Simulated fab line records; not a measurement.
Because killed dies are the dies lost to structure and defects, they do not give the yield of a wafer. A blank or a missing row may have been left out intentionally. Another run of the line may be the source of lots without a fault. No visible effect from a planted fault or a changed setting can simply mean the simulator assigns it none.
Comparing a struck lot with a sound one ; flow n5Finfet ; 21 steps out of a route of 1938
Sound: these wafers, L204.1, L204.4, L204.5. Struck: wafers L197.2, L197.4, L197.5. The cause is named last.
Each step with rows lists, per side, the tool, then ch with its chambers, then its first start. Under that, the readings that differ: sound wafers ; struck wafers ; difference of the means ; sigmas: that difference in standard deviations of wafers without a fault.
alike: same words and numbers on both sides, and readings whose means sit less than 2 such deviations apart. not compared: any withheld reading, any reading some wafer has no value for, any bound like >300 that may hide the same value, and any number with overlapping values for which the record gives no deviation.
The two part at a step that has a row with sigmas, a row that says differs or no value, or rows on one side only. When numbers do not overlap yet have no deviation, they are printed without sigmas and do not part them. A reading that every wafer of one side lacks parts them only if that side has two wafers or more.

first, 10 steps without rows for these wafers: N5_BEOL_M0_SAQP_DESCUM_45 (chemistry O2, time 7 s); N5_BEOL_M0_SAQP_ETCH_88 (etches underlayer in N2/H2, target depth 6.5 nm, time 5.2 s); N5_BEOL_M0_SAQP_ETCH_73 (etches SiARC in CF4, target depth 19.5 nm, time 32.5 s); N5_BEOL_M0_SAQP_CUT_ETCH_46 (etches SOC in N2/H2, target depth 135 nm, overetch 27 nm, time 202.5 s); N5_BEOL_M0_SAQP_STRIP_74 (strips in N2/H2); N5_BEOL_M0_SAQP_STRIP_89 (strips in N2/H2); N5_BEOL_M0_SAQP_ALD_48 (deposits SiO2, target thk 20 nm, pulse time 1 s, co reactant pulse time 1 s); N5_BEOL_M0_SAQP_ETCH_49 (etches SiO2 in CF4/O2, target depth 37 nm); N5_BEOL_M0_SAQP_STRIP_75 (strips in CF4); N5_BEOL_M0_CUTY_COAT_50 (time 60 s, resist thk 15 nm).
N5_BEOL_M0_CUTY_COAT_51: resist thk 150 nm.
  sound on lithoTrack-03 ch 0, day 10 20:50; struck on lithoTrack-04 ch 0, day 9 12:08
reading;sound;struck;difference;sigmas
spinSpeedRpm (rpm);1498.6 1499.2 1500.0;1626.1 1626.5 1627.9;+127.6;+99 or more
model.CAR-ArF-block_of_BEOL_M0_CUTY_COAT_51.thkNm (nm);150.2 150.2 151.2;143.4 144.2 143.8;-6.7;
then, 6 steps without rows for these wafers: N5_BEOL_M0_CUTY_EBR_52; N5_BEOL_M0_CUTY_SOFTBAKE_53 (time 60 s); N5_BEOL_M0_CUTY_EXPOSE_54 (exposes mask M0 ABLK); N5_BEOL_M0_CUTY_PEB_55 (peb time 60 s); N5_BEOL_M0_CUTY_DEVELOP_56 (develop time 30 s); N5_BEOL_M0_CUTY_DESCUM_61 (chemistry O2, time 7.9 s).
N5_BEOL_M0_CUTY_ETCH_62: etches SiARC in CF4, time 58.5 s.
  sound on rieDiel-04 ch 0,1,3, day 10 21:20; struck on rieDiel-06 ch 1,3, day 9 12:30
reading;sound;struck;difference;sigmas
etchRfOnTimeS (s);58.0 57.0 57.3;60.3 59.9 59.9;+2.6;+2
showerheadPlenumPTorr (Torr);2.19 2.18 2.20;2.05 2.05 2.15;-0.11;-2
model.CAR-ArF-block_of_BEOL_M0_CUTY_COAT_51.thkNm (nm);118.8 118.6 119.4;111.8 112.6 112.2;-6.7;
  alike: biasW, drypumpMotorCurrentA, oesProductAu, rfVppV, throttleValvePct
  not compared: rfHoursCounterH
then, 1 step without rows for these wafers: N5_BEOL_M0_CUTY_ETCH_63 (etches SOC in N2/H2, target depth 82.7 nm, overetch 16.5 nm, time 124 s).
-- the record jumps here: 4 days lie between the struck wafers' starts before and after (it left off in module BEOL_M0_CUTY and takes up again in module BEOL_M4, whose first step shown is number 1111 of the route) --
N5_BEOL_M4_RC_MEAS_101:
  sound on prober-02 ch 0, day 14 13:49; struck on prober-02 ch 0, day 13 10:04
  alike: DIBL_N, DIBL_P, IOFF_N, IOFF_P, ION_N, ION_P, SS_N, SS_P, VT_N, VT_P
following that, these wafers have no rows for 1 step: N5_PASSIVATION_PROBE_49.

WHERE THEY PART
Last at N5_BEOL_M0_CUTY_ETCH_62 as far as this record goes, first at N5_BEOL_M0_CUTY_COAT_51. Later steps at which nothing parts them and some readings are alike: N5_BEOL_M4_RC_MEAS_101.

WHY: what had been put in by the simulator
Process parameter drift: lithoTrack-04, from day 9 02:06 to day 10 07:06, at N5_BEOL_M0_CUTY_COAT_51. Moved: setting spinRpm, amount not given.
